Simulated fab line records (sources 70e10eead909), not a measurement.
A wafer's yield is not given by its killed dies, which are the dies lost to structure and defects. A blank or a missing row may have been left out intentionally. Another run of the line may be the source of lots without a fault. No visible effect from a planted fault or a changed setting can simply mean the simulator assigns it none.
A struck lot beside a sound one / flow nandHarc / 14 steps out of a route of 1302
Sound: the wafers L570.1, L570.4, L570.5. Wafers L583.2, L583.3, L583.6 were the ones struck. At the end, the cause is stated.
For every step that has rows: the tool of each side, followed by ch and its chambers, followed by its first start. Under that, the readings that differ: sound wafers / struck wafers / difference of the means / sigmas: that difference in standard deviations of wafers without a fault.
alike: a reading whose means differ by less than 2 such deviations, as well as words and numbers matching on both sides. not compared: withheld readings; readings where some wafer has no value; bounds like >300 that might hide an equal value; numbers whose values overlap and for which the record gives no deviation.
The two part at a step that has a row with sigmas, a row that says differs or no value, or rows on one side only. Numbers that don't overlap but have no deviation are shown without sigmas and don't part them. A reading missing from all wafers of one side parts the sides only when that side holds two or more wafers.

first, 7 steps without rows for these wafers: NHARC_A_BONDPAD_COAT_33 (time 65 s); NHARC_A_BONDPAD_COAT_03 (resist thk 600 nm); NHARC_A_BONDPAD_SOFTBAKE_04 (time 70 s); NHARC_A_BONDPAD_EBR_05; NHARC_A_BONDPAD_EXPOSE_06 (exposes mask A BPAD); NHARC_A_BONDPAD_PEB_07 (peb time 80 s); NHARC_A_BONDPAD_DEVELOP_08 (time 50 s).
NHARC_A_BONDPAD_CD_MEAS_09: the cd target is 500 nm.
  sound on cdSem-03 ch 0, day 24 12:15; struck on cdSem-02 ch 0, day 30 18:32
  alike: cdNm
NHARC_A_BONDPAD_OVL_MEAS_35:
  sound on overlay-02 at day 24 12:20; struck on overlay-01 at day 30 18:37
reading=overlayYNm (nm); sound=-8 -8 -9; struck=12 12 13; difference=+21; sigmas=+3
  alike: overlayXNm
then, 1 step without rows for these wafers: NHARC_A_BONDPAD_HARDBAKE_10 (time 65 s).
NHARC_A_BONDPAD_DESCUM_11: chemistry O2, time 3 s.
  sound on rieDiel-11 ch 0,1, day 24 12:28; struck on rieDiel-11 ch 1,2, day 30 18:44
  alike: drypumpMotorCurrentA, oesProductAu, rfVppV, showerheadPlenumPTorr, throttleValvePct
  not compared: rfHoursCounterH
NHARC_A_BONDPAD_ETCH_34: etches the open film in N2/H2, target depth 60 nm, overetch 18 nm, time 65.91 s.
  sound on rieDiel-11 ch 2,3, day 24 12:33; struck on rieDiel-11 ch 0,1,3, day 30 18:50
  alike: biasW, drypumpMotorCurrentA, oesProductAu, rfFwdPowerW, rfVppV, showerheadPlenumPTorr, throttleValvePct
  not compared: rfHoursCounterH
NHARC_A_BONDPAD_ETCH_12: etches the open film in CHF3/O2, target depth 220 nm, time 110 s.
  sound on rieDiel-11 ch 2,3, day 24 12:39; struck on rieDiel-11 ch 0,2, day 30 18:56
reading=oesProductAu (a.u.); sound=0.941 0.917 0.931; struck=0.730 0.732 0.729; difference=-0.199; sigmas=-9
reading=rfFwdPowerW (W); sound=495.1 495.9 492.6; struck=295.6 297.0 296.7; difference=-198.1; sigmas=-99 or more
  alike: biasW, chf3FlowSccm, drypumpMotorCurrentA, rfVppV, showerheadPlenumPTorr, throttleValvePct
  not compared: rfHoursCounterH
NHARC_A_BONDPAD_CD_MEAS_13:
  sound on cdSem-03 at day 24 12:47; struck on cdSem-02 at day 30 19:04
  alike: cdNm

WHERE THEY PART
Earliest at NHARC_A_BONDPAD_OVL_MEAS_35; latest, in this record, at NHARC_A_BONDPAD_ETCH_12. Later steps at which nothing parts them and some readings are alike: NHARC_A_BONDPAD_CD_MEAS_13.

WHY: whatever the simulator had introduced
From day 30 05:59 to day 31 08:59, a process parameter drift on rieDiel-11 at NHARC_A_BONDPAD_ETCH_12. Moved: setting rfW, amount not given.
